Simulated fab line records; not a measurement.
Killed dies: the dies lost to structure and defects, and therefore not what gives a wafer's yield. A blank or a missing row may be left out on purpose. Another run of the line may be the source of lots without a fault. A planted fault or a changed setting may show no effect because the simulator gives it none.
fab line records	flow nandHarc
[record] lots = 5	wafers = 15	lastDay = 33
route steps=1302 shown P_ZERO_WELL@14
lots with no fault: from the same line, run without faults
startH: the number of hours between the record's first day and the start of the first shown wafer of the lot	waitH: hours from the lot's prior step to this one	" unchanged from the row above	L1.1+2: a row that stands for several wafers	- value missing, or start not given	* or withheld: withheld	< > ~ a bound
route shown NAME@n: NAME is a module with steps in the file, n the number in the route of the first one	usual: average and standard deviation across the fault-free wafers	same: alike in all rows	chamber/n: place in a boat	sites: each site's reading	_std_site: standard deviation across them	_edge_site: mean of outer sites minus mean of inner sites	radiusMm: for every site, how far away it sits from the centre of the wafer	mask NAME#n: copy n	behind: tool/chamber where the wafer was last shaped	hold: the reason the lot was held/the length of the hold in hours/how it ended	device: the transistor (n, p or np) that didn't switch	end of line: tests of these same wafers at the route's end	a step with no rows: only its recipe	killed: at the first sort, the dies lost to defects and structure; wafer yield is something else	map: a wafer's dies, x killed, . not, _ none there
set.NAME: the setting that was run; set.NAME@STEP: the one run at that earlier step	model.NAME: the simulator's own value behind a step, which no gauge read
certain route steps with their lots: each step a table, each wafer a row
services: a tool's chamber out of use, with start hour (startH, from the record's first day; less than 0 if before it), hours out, and reason
[[steps]]
[step NHARC_P_ZERO_WELL_CD_MEAS_11]
[recipe] targetCdNm = 500	landingEnergyEv = 500
[usual] cdNm = 500.2/2
lot.wafer	tool	chamber	startH	waitH	cdNm
L233.1	cdSem-03	0	121.11	-	502.2
L233.2	"	0	"	"	500.0
L233.4	"	0	"	"	499.9
L234.3	cdSem-01	0	131.12	-	499.0
L234.4	"	0	"	"	498.4
L234.5	"	0	"	"	503.2
L244.1	cdSem-02	0	231.11	-	503.6
L244.2	"	0	"	"	499.1
L244.3	"	0	"	"	501.1
L245.1	cdSem-01	0	241.25	-	499.1
L245.4	"	0	"	"	495.9
L245.6	"	0	"	"	498.6
L246.1	cdSem-03	0	251.24	-	500.5
L246.2	"	0	"	"	498.7
L246.6	"	0	"	"	499.7
[step NHARC_P_ZERO_WELL_HARDBAKE_12]
[recipe] tempC = 118	timeS = 65
[step NHARC_P_ZERO_WELL_DESCUM_13]
[recipe] timeS = 3	o2FlowSccm = 200	arFlowSccm = 0	biasPowerW = 0	chemistry = O2
[usual] drypumpMotorCurrentA = 5.7/0.32	oesProductAu = 1.000/0.012	rfVppV = 57.6/0.92	showerheadPlenumPTorr = 1.87/0.076	throttleValvePct = 11.312/0.0082
lot.wafer	tool	chamber	startH	waitH	drypumpMotorCurrentA	oesProductAu	rfHoursCounterH	rfVppV	showerheadPlenumPTorr	throttleValvePct
L233.4	rieDiel-03	1	121.27	-	5.3	1.002	2	58.0	2.00	11.325
L233.2	"	2	"	"	6.1	1.012	2	57.9	1.82	11.306
L233.1	"	0	"	"	5.5	1.020	4	56.0	1.87	11.296
L234.3	rieDiel-12	0	131.27	-	5.6	1.008	10	57.3	1.83	11.320
L234.4	"	1	"	"	5.5	0.993	8	57.7	1.81	11.312
L234.5	"	1	"	"	5.5	0.988	-	57.7	1.81	11.317
L244.2	rieDiel-03	0	231.34	-	5.5	1.024	42	57.6	1.86	11.313
L244.3	"	1	"	"	5.3	1.013	43	56.0	1.99	11.306
L244.1	"	2	"	"	6.1	1.018	42	58.1	1.81	11.312
L245.1	rieDiel-12	3	241.41	-	5.9	0.982	51	58.8	1.93	11.319
L245.4	"	0	"	"	5.6	1.004	-	57.6	1.82	11.303
L245.6	"	1	"	"	5.4	1.006	-	58.5	1.80	11.314
L246.2	rieDiel-13	0	251.42	-	5.5	0.976	22	57.2	1.77	11.310
L246.1	"	1	"	"	5.4	1.006	21	58.1	1.83	11.299
L246.6	"	3	"	"	5.5	0.999	-	57.9	1.83	11.316
[step NHARC_P_ZERO_WELL_ETCH_65]
[recipe] targetDepthA = 800	overetchA = 240	timeS = 87.88	ionEnergyEv = 200	n2FlowSccm = 150	h2FlowSccm = 150	arFlowSccm = 0	rfW = 400	biasW = 150	chemistry = N2/H2
[usual] biasW = 150.0/0.45	drypumpMotorCurrentA = 5.7/0.33	h2FlowSccm = 150.0/0.39	oesProductAu = 1.000/0.011	rfVppV = 429.5/2.5	showerheadPlenumPTorr = 2.00/0.086	throttleValvePct = 14.171/0.0099
lot.wafer	tool	chamber	startH	waitH	biasW	drypumpMotorCurrentA	h2FlowSccm	oesProductAu	rfHoursCounterH	rfVppV	showerheadPlenumPTorr	throttleValvePct
L233.2	rieDiel-03	2	121.36	0.1	150.5	6.1	150.3	1.019	2	425.6	1.94	14.171
L233.4	"	0	"	"	150.1	5.5	150.0	1.005	4	429.6	2.00	14.176
L233.1	"	1	"	"	149.9	5.3	149.6	1.004	2	433.3	2.14	14.170
L234.4	rieDiel-12	2	132.45	1.2	150.0	6.0	150.5	0.998	10	433.2	2.13	14.171
L234.3	"	0	"	"	149.8	5.6	150.4	1.004	10	428.2	1.95	14.162
L234.5	"	2	"	"	150.6	6.0	150.4	0.990	-	434.3	2.13	14.167
L244.3	rieDiel-03	2	231.42	0.1	149.8	6.1	150.8	1.025	43	426.5	1.93	14.181
L244.2	"	3	"	"	150.9	5.3	150.5	1.000	44	425.6	1.88	14.209
L244.1	"	0	"	"	150.6	5.5	150.3	1.018	42	429.2	1.98	14.180
L245.1	rieDiel-12	3	241.52	0.1	150.2	5.9	149.6	1.000	51	431.3	2.06	14.178
L245.6	"	1	"	"	150.4	5.5	149.6	1.003	-	427.4	1.91	14.181
L245.4	"	3	"	"	149.8	5.9	150.0	0.987	-	432.4	2.06	14.162
L246.1	rieDiel-13	0	251.49	0.1	150.1	5.5	150.6	0.984	22	425.6	1.89	14.169
L246.2	"	3	"	"	150.6	5.5	149.8	0.997	25	428.5	1.95	14.170
L246.6	"	1	"	"	149.5	5.4	150.8	0.999	-	428.0	1.94	14.177
[step NHARC_P_ZERO_WELL_ETCH_62]
[recipe] targetDepthA = 130	timeS = 6.5	chf3FlowSccm = 50	arFlowSccm = 200	rfW = 500	biasW = 200	chemistry = CHF3/Ar
[usual] biasW = 199.9/0.59	drypumpMotorCurrentA = 5.7/0.33	oesProductAu = 0.961/0.019	rfVppV = 369.4/2.1	showerheadPlenumPTorr = 2.30/0.089	throttleValvePct = 20.216/0.0087
lot.wafer	tool	chamber	startH	waitH	biasW	drypumpMotorCurrentA	oesProductAu	rfHoursCounterH	rfVppV	showerheadPlenumPTorr	throttleValvePct
L233.4	rieDiel-03	0	-	-	200.8	5.5	0.994	4	368.8	2.30	20.223
L233.2	"	2	"	"	199.6	6.1	0.979	2	367.1	2.24	20.221
L233.1	"	3	"	"	199.8	5.3	0.969	4	368.0	2.18	20.221
L234.3	rieDiel-12	0	-	-	199.1	5.6	0.947	10	367.4	2.25	20.225
L234.4	"	1	"	"	200.0	5.5	0.946	9	367.1	2.22	20.210
L234.5	"	3	"	"	200.0	5.9	0.923	-	370.2	2.38	20.225
L244.3	rieDiel-03	2	-	-	199.4	6.1	0.988	43	366.6	2.22	20.208
L244.1	"	3	"	"	198.6	5.4	0.954	44	366.0	2.17	20.214
L244.2	"	0	"	"	199.4	5.5	0.975	42	369.3	2.28	20.215
L245.1	rieDiel-12	1	-	-	200.0	5.5	0.963	42	367.1	2.21	20.209
L245.6	"	0	"	"	199.8	5.6	0.970	-	368.4	2.23	20.204
L245.4	"	1	"	"	199.7	5.5	0.962	-	366.9	2.21	20.213
L246.2	rieDiel-13	2	-	-	199.4	6.6	0.957	24	369.5	2.30	20.224
L246.1	"	0	"	"	199.7	5.5	0.965	22	367.0	2.18	20.234
L246.6	"	1	"	"	199.1	5.4	0.971	-	369.8	2.24	20.219
[step NHARC_P_ZERO_WELL_ETCH_63]
[recipe] targetDepthA = 1200	timeS = 40.1	hbrFlowSccm = 150	cl2FlowSccm = 50	rfW = 400	icpW = 400	biasW = 100	chemistry = HBr/Cl2
[usual] biasW = 100.0/0.31	drypumpMotorCurrentA = 5.8/0.48	mfcCl2Sccm = 49.97/0.15	oesProductAu = 0.999/0.012	throttleValvePct = 26.406/0.0091
lot.wafer	tool	chamber	startH	waitH	biasW	drypumpMotorCurrentA	mfcCl2Sccm	oesProductAu	rfHoursCounterH	throttleValvePct
L233.1	rieSi-03	0	121.54	-	99.6	5.5	50.05	0.994	0.48	26.416
L233.2	"	1	"	"	100.1	6.7	50.11	1.010	0.40	26.398
L233.4	"	2	"	"	99.6	5.6	50.40	1.009	0.38	26.422
L234.3	rieSi-01	2	132.62	-	99.7	6.2	50.05	0.991	0.73	26.422
L234.4	"	3	"	"	100.1	6.1	50.09	0.975	0.64	26.399
L234.5	"	2	"	"	100.0	6.2	49.85	0.988	-	26.414
L244.2	rieSi-03	0	231.60	-	99.9	5.5	49.78	1.011	0.00	26.407
L244.1	"	1	"	"	99.9	6.7	49.92	0.982	0.00	26.393
L244.3	"	2	"	"	99.8	5.6	50.01	0.998	0.00	26.404
L245.4	rieSi-03	1	241.72	-	100.2	6.7	49.81	0.986	0.03	26.409
L245.1	"	2	"	"	99.8	5.6	50.16	1.006	0.03	26.405
L245.6	"	3	"	"	100.0	5.7	50.03	0.995	-	26.404
L246.2	rieSi-03	1	251.66	-	99.5	6.7	49.90	0.990	0.08	26.398
L246.1	"	2	"	"	100.3	5.6	49.90	1.019	0.07	26.430
L246.6	"	2	"	"	100.0	5.6	50.10	1.015	-	26.389
[step NHARC_P_ZERO_WELL_STRIP_15]
[recipe] timeS = 900	tempC = 130	chemistry = SPM
[step NHARC_P_ZERO_WELL_DEHYDRATE_16]
[recipe] tempC = 150	timeS = 120
[step NHARC_P_ZERO_WELL_HMDS_17]
[recipe] timeS = 30
[step NHARC_P_ZERO_WELL_COAT_18]
[recipe] spinRpm = withheld
[step NHARC_P_ZERO_WELL_SOFTBAKE_19]
[recipe] tempC = 122	timeS = 95
[step NHARC_P_ZERO_WELL_EBR_20]
[step NHARC_P_ZERO_WELL_EXPOSE_21]
[recipe] na = 0.6	targetCdNm = 720	doseMj = 22.31	maskId = P_NWELL
[usual] reticleTempC = 23.00/0.1
lot.wafer	tool	chamber	startH	waitH	mask	reticleTempC
L233.1	krfScanner-03	0	122.30	-	P_NWELL#0	22.92
L233.2	"	0	"	"	P_NWELL#0	22.87
L233.4	"	0	"	"	P_NWELL#0	22.87
L234.3	krfScanner-01	0	133.40	-	P_NWELL_R1#0	23.03
L234.4	"	0	"	"	P_NWELL_R1#0	23.02
L234.5	"	0	"	"	P_NWELL_R1#0	23.09
L244.1	krfScanner-01	0	232.23	-	P_NWELL#0	23.00
L244.2	"	0	"	"	P_NWELL#0	23.17
L244.3	"	0	"	"	P_NWELL#0	23.15
L245.1	krfScanner-01	0	242.34	-	P_NWELL#0	22.87
L245.4	"	0	"	"	P_NWELL#0	22.78
L245.6	"	0	"	"	P_NWELL#0	23.06
L246.1	krfScanner-01	0	252.31	-	P_NWELL#0	22.89
L246.2	"	0	"	"	P_NWELL#0	22.95
L246.6	"	0	"	"	P_NWELL#0	22.96
[step NHARC_P_ZERO_WELL_PEB_22]
[recipe] pebTempC = 118	pebTimeS = 85
[step NHARC_P_ZERO_WELL_DEVELOP_23]
[recipe] timeS = 70
[step NHARC_P_ZERO_WELL_CD_MEAS_24]
[recipe] targetCdNm = 720	landingEnergyEv = 500
[usual] cdNm = 720.8/2
lot.wafer	tool	chamber	startH	waitH	cdNm
L233.1	cdSem-02	0	122.46	-	724.6
L233.2	"	0	"	"	719.0
L233.4	"	0	"	"	718.3
L234.3	cdSem-03	0	133.55	-	702.8
L234.4	"	0	"	"	704.5
L234.5	"	0	"	"	706.7
L244.1	cdSem-01	0	232.39	-	721.9
L244.2	"	0	"	"	718.3
L244.3	"	0	"	"	719.9
L245.1	cdSem-03	0	242.50	-	723.8
L245.4	"	0	"	"	720.7
L245.6	"	0	"	"	723.7
L246.1	cdSem-01	0	252.46	-	722.2
L246.2	"	0	"	"	720.3
L246.6	"	0	"	"	718.3
[step NHARC_P_ZERO_WELL_HARDBAKE_25]
[recipe] tempC = 125	timeS = 80
[step NHARC_P_ZERO_WELL_DESCUM_26]
[recipe] timeS = 3	o2FlowSccm = 200	arFlowSccm = 0	biasPowerW = 0	chemistry = O2
[usual] drypumpMotorCurrentA = 5.7/0.35	oesProductAu = 0.999/0.011	rfVppV = 57.7/0.86	showerheadPlenumPTorr = 1.87/0.077	throttleValvePct = 11.310/0.0091
lot.wafer	tool	chamber	startH	waitH	drypumpMotorCurrentA	oesProductAu	rfHoursCounterH	rfVppV	showerheadPlenumPTorr	throttleValvePct	model.P_ZERO_WELL.cdNm
L233.2	rieDiel-03	0	122.63	-	5.5	1.013	4	57.2	1.87	11.327	719
L233.1	"	1	"	"	5.3	0.993	2	58.3	2.00	11.316	724.6
L233.4	"	2	"	"	6.1	1.022	2	59.2	1.82	11.314	718.6
L234.4	rieDiel-12	0	133.72	-	5.6	1.011	10	56.4	1.83	11.320	704.1
L234.3	"	2	"	"	6.0	0.998	10	57.2	2.00	11.308	703.1
L234.5	"	3	"	"	5.9	0.977	-	59.0	1.94	11.305	707.6
L244.2	rieDiel-03	3	232.55	-	5.3	0.984	44	55.6	1.76	11.315	718.4
L244.1	"	0	"	"	5.5	1.016	42	57.5	1.86	11.315	721.7
L244.3	"	2	"	"	6.1	1.016	43	57.4	1.81	11.313	719.6
L245.1	rieDiel-13	2	242.67	-	6.6	0.991	20	56.3	1.88	11.316	723.3
L245.4	"	0	"	"	5.5	0.981	-	58.4	1.77	11.303	720.5
L245.6	"	2	"	"	6.6	1.006	-	57.8	1.88	11.308	723.2
L246.1	rieDiel-12	0	252.62	-	5.6	1.015	54	58.2	1.82	11.310	722
L246.2	"	3	"	"	5.9	0.995	54	58.8	1.93	11.303	721.2
L246.6	"	0	"	"	5.6	1.000	-	57.5	1.82	11.326	717.6
[step NHARC_P_ZERO_WELL_IMPLANT_27]
[recipe] energyKev = 600	doseCm2 = 1e+13	tiltDeg = 7
[[services]]
tool	chamber	startH	hours	kind
rieDiel-03	-	104.58	9.0	pm
rieSi-01	3	108.84	6.5	repair
rieDiel-13	0	114.49	5.1	repair
rieDiel-13	1	123.98	6.7	repair
rieSi-03	2	128.63	11.1	repair
rieDiel-03	0	130.62	1.3	repair
krfScanner-03	-	136.21	1.5	repair
rieDiel-12	1	139.20	13.4	repair
krfScanner-01	-	140.00	4.0	pm
rieSi-01	3	145.25	31.5	repair
rieDiel-13	-	165.04	9.0	pm
rieSi-01	2	167.55	8.8	repair
rieSi-01	-	169.16	0.9	repair
rieDiel-03	0	180.23	1.7	repair
rieDiel-13	-	185.06	1.1	repair
rieSi-01	-	193.00	9.0	pm
rieDiel-13	2	207.51	5.5	repair
rieSi-03	-	221.00	9.0	pm
krfScanner-03	-	224.00	4.0	pm
rieSi-01	-	233.12	0.4	repair
rieDiel-13	1	236.15	8.1	repair
rieSi-01	3	238.70	2.7	repair
rieDiel-12	2	240.08	14.6	repair
rieSi-01	2	242.06	4.5	repair
[[key]]
[firstSign] step = NHARC_P_ZERO_WELL_EXPOSE_21	reading = mask	direction = changed
[effect] step = NHARC_P_ZERO_WELL_CD_MEAS_24	reading = cdNm	direction = down	sigmas = 8	usual = 720.8	struck = 704.7
[modelEffect] step = NHARC_P_ZERO_WELL_DESCUM_26	value = P_ZERO_WELL.cdNm	without = 719.6	struck = 704.9
metAt NHARC_P_ZERO_WELL_EXPOSE_21
struckWafers L234.3,L234.4,L234.5
testerLeftOut L234
[fault] kind = wrongMask	tool = any	chamber = -	onsetH = 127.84	steps = NHARC_P_ZERO_WELL_EXPOSE_21	auxCopy = P_NWELL_R1#0	cdOffsetNm = -14.649	scope = struckLotsOnly
// testerLeftOut: of these lots the tester's yield and bins aren't shown, on N5 and GAA mostly nor the transistor test; their killed dies are dies lost to structure and defects alone, not to doping, threshold or leakage, so they don't give the yield
